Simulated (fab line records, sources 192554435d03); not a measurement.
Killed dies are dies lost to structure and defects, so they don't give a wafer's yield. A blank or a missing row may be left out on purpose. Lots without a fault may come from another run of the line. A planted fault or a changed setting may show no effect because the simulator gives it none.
Split-lot experiment | flow n5_finfet | 7 lots, 21 wafers read, on a route of 1938 steps

THE SPLIT
At N5_MOL_CONTACT_COAG_CONTACT_ETCH_14 (etches SiO2 in C4F6/O2, target depth 27.5 nm, overetch 8.5 nm, time 20 s), the setting source_w was moved away from the recipe's 370 W on 2 of the 21 wafers read, by -12.0% to +16.1%. The other wafers ran this setting at the recipe's value.

The reading is taken at the split's own step.

THE READING
rf_vpp_V, in V, at N5_MOL_CONTACT_COAG_CONTACT_ETCH_14 (etches SiO2 in C4F6/O2, target depth 27.5 nm, overetch 8.5 nm, time 20 s). Fault-free wafers of this fab line usually give 693 V, standard deviation 3.5 V.

wafer  | tool, chamber at the split | source_w as run, W | against the recipe | rf_vpp_V, V | against lot-mates on the recipe
L077.1 | rie_diel-06, 0             | 370                | recipe             | 697         | -
L077.3 | rie_diel-06, 2             | 370                | recipe             | 696         | -
L077.6 | rie_diel-06, 3             | 325.6              | -12.0%             | 725         | +28
L078.1 | rie_diel-03, 0             | 370                | recipe             | 692         | -
L078.3 | rie_diel-03, 1             | 370                | recipe             | 697         | -
L078.5 | rie_diel-03, 1             | 370                | recipe             | 697         | -
L079.1 | rie_diel-03, 2             | 370                | recipe             | 690         | -
L079.4 | rie_diel-03, 3             | 370                | recipe             | 688         | -
L079.5 | rie_diel-03, 0             | 429.4              | +16.1%             | 657         | -32
L088.1 | rie_diel-06, 3             | 370                | recipe             | 697         | -
L088.2 | rie_diel-06, 2             | 370                | recipe             | 694         | -
L088.5 | rie_diel-06, 0             | 370                | recipe             | 696         | -
L089.3 | rie_diel-06, 2             | 370                | recipe             | 696         | -
L089.4 | rie_diel-06, 0             | 370                | recipe             | 695         | -
L089.5 | rie_diel-06, 3             | 370                | recipe             | 694         | -
L090.1 | rie_diel-02, 0             | 370                | recipe             | 698         | -
L090.5 | rie_diel-02, 1             | 370                | recipe             | 691         | -
L090.6 | rie_diel-02, 2             | 370                | recipe             | 691         | -
L097.3 | rie_diel-03, 1             | 370                | recipe             | 697         | -
L097.4 | rie_diel-03, 2             | 370                | recipe             | 688         | -
L097.5 | rie_diel-03, 3             | 370                | recipe             | 687         | -

THE FIT
A straight line over all 21 wafers: rf_vpp_V changes by -2.4 V for each +1% of source_w; r = -0.95; the points scatter about the line by 3.6 V.
The same after taking each lot's own level away (the mean of its wafers on the recipe; 21 wafers): -2.13 V for each +1%; r = -0.97; scatter 2.6 V.
On that fit, the largest move of source_w shifts the reading by 34 V.
The lots' own levels span 689.0 to 696.5 V, that is 2.1 times the standard deviation above.
So the lot-to-lot level changes the slope: the two fits differ.
Check: with one of the wafers moved furthest among these (+16.1%) left out of the fit, the line predicts -38.1 V for it against its lot-mates. It came out at -32 V against them.
Tool readings at the split's step, against how far the setting was moved: rf_vpp_V r = -0.95.

OTHER SPLITS ON THESE WAFERS
These wafers also went through other splits before the reading. Each is held against what the fit with the lots' levels taken away leaves over:
other split on the same wafers | wafers away from the commonest value | r with rf_vpp_V (lot level and that fit taken away)
N5_SDB_COAT_05 spin_rpm        | 9                                    | -0.16
N5_HKMG_FIN_COAT_43 spin_rpm   | 5                                    | +0.22
N5_GATE_CUT_COAT_07 spin_rpm   | 7                                    | +0.22
N5_GATE_CUT_DESCUM_18 time_s   | 8                                    | -0.07

THE FILE'S OWN FIT
rf_vpp_V changes by -2.1 V for each +1% of source_w, r = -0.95.
